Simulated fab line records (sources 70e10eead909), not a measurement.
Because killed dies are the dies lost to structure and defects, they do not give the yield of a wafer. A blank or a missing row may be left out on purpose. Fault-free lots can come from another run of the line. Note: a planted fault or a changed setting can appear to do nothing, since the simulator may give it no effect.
Matching of chambers | flow nand harc | cmp-02 running NHARC_A_WL_FILL_CMP_12: 4 sister chambers
The step polishes, t overpolish 30 s, target thk 100 nm. 14 wafers are shown with their chamber, then 7 later ones without.

## WAFERS PAIRED WITH THEIR CHAMBERS
wafer  | chamber | motor current A (A) | slurry flow ml min | overpolish run s (s)
L970.2 | 3       | 12.8                | 150.4              | 29.985
L970.3 | 2       | 11.2                | 149.3              | 30.022
L970.6 | 2       | 11.3                | 149.6              | 30.007
L972.2 | 1       | 11.0                | 151.1              | 29.992
L972.4 | 2       | 11.0                | 149.1              | 29.988
L972.6 | 2       | 11.2                | 149.9              | 30.021
L977.2 | 1       | 10.8                | 150.2              | 30.001
L977.3 | 0       | 12.1                | 150.2              | 29.993
L977.5 | 0       | 11.6                | 150.2              | 29.999
L980.4 | 3       | 12.7                | 149.9              | 29.994
L980.5 | 1       | 11.1                | 150.2              | 30.003
L980.6 | 0       | 11.6                | 149.9              | 30.012
L983.2 | 2       | 11.3                | 150.2              | 29.997
L983.5 | 0       | 11.6                | 149.5              | 30.004

SIGNATURES (means of the wafers above)
reading            | chamber 0 | chamber 1 | chamber 2 | chamber 3 | scatter within a chamber
motor current A    | 11.725    | 10.967    | 11.200    | 12.750    | 0.173
slurry flow ml min | 149.950   | 150.500   | 149.620   | 150.150   | 0.422
overpolish run s   | 30.00200  | 29.99867  | 30.00700  | 29.98950  | 0.0109
Rule: for each reading, subtract the chamber's mean from the wafer's reading, divide by that reading's scatter and square the result; add these up over the readings and take the root, which gives the wafer's distance from the chamber. The wafer belongs to the nearest chamber; if the next one is less than 2 further off, it can't be placed. How the scatter is found: for the shown wafers, subtract from each reading the mean of its chamber, square and add these, divide the total by (wafers less chambers), then take the root.

## WAFERS WHOSE CHAMBER IS MISSING
wafer  | motor current A (A) | slurry flow ml min | overpolish run s (s)
L983.6 | 12.6                | 149.4              | 30.002
L989.1 | 11.6                | 150.5              | 30.007
L989.2 | 11.6                | 149.6              | 30.006
L989.6 | 11.2                | 149.7              | 30.009
L992.2 | 10.5                | 150.2              | 29.994
L992.3 | 11.0                | 149.3              | 30.018
L992.4 | 12.9                | 149.2              | 30.009

## WHICH CHAMBER EACH WENT THROUGH
wafer  | from the rows above     | in truth
L983.6 | 3                       | 3
L989.1 | can't be placed: 0 or 2 | 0
L989.2 | can't be placed: 0 or 2 | 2
L989.6 | 2                       | 2
L992.2 | can't be placed: 1 or 2 | 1
L992.3 | can't be placed: 2 or 1 | 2
L992.4 | 3                       | 3
Placed correctly: 3 of 7. Cannot be placed on the basis of these rows: 4; the candidates contain the true chamber in 4. Number placed wrongly: 0.
